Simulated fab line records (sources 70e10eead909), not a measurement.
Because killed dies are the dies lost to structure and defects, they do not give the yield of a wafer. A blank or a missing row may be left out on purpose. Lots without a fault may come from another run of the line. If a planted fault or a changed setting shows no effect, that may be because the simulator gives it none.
Matching of chambers / flow nandHarc / NHARC_P_BONDPAD_DEP_00 on pecvd-03 has 3 sister chambers
The step deposits SiCN, target thk 250 nm. 3 wafers are shown with their chamber, then 6 later ones without.

EACH WAFER AND ITS CHAMBER
wafer=L470.4; chamber=0; heaterPowerW (W)=484
wafer=L473.2; chamber=2; heaterPowerW (W)=629
wafer=L473.3; chamber=1; heaterPowerW (W)=525

WAFERS WHOSE CHAMBER IS MISSING
wafer=L475.2; heaterPowerW (W)=671
wafer=L475.4; heaterPowerW (W)=552
wafer=L475.6; heaterPowerW (W)=664
wafer=L476.2; heaterPowerW (W)=616
wafer=L476.3; heaterPowerW (W)=476
wafer=L476.5; heaterPowerW (W)=573

CHAMBER TAKEN BY EACH
wafer=L475.2; from the rows above=2; in truth=2
wafer=L475.4; from the rows above=can't be placed: 1 or 0 or 2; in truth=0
wafer=L475.6; from the rows above=2; in truth=2
wafer=L476.2; from the rows above=2; in truth=2
wafer=L476.3; from the rows above=can't be placed: 0 or 1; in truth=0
wafer=L476.5; from the rows above=can't be placed: 1 or 2 or 0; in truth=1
Correctly placed: 3 of 6. Cannot be placed on the basis of these rows: 3; the candidates contain the true chamber in 3. Placed wrongly: 0.
How it was worked out, from the rows above alone: a wafer's distance from a chamber is the root of the sum, over the readings, of the square of ((its reading less the chamber's mean) divided by the reading's scatter). If the next closest chamber is less than 2 further off than the closest, the wafer can't be placed; otherwise it belongs to the closest. A chamber's mean is the mean of its shown wafers. The scatter: root of mean squared gap, hidden wafer to nearest shown wafer, with one shown wafer a chamber.
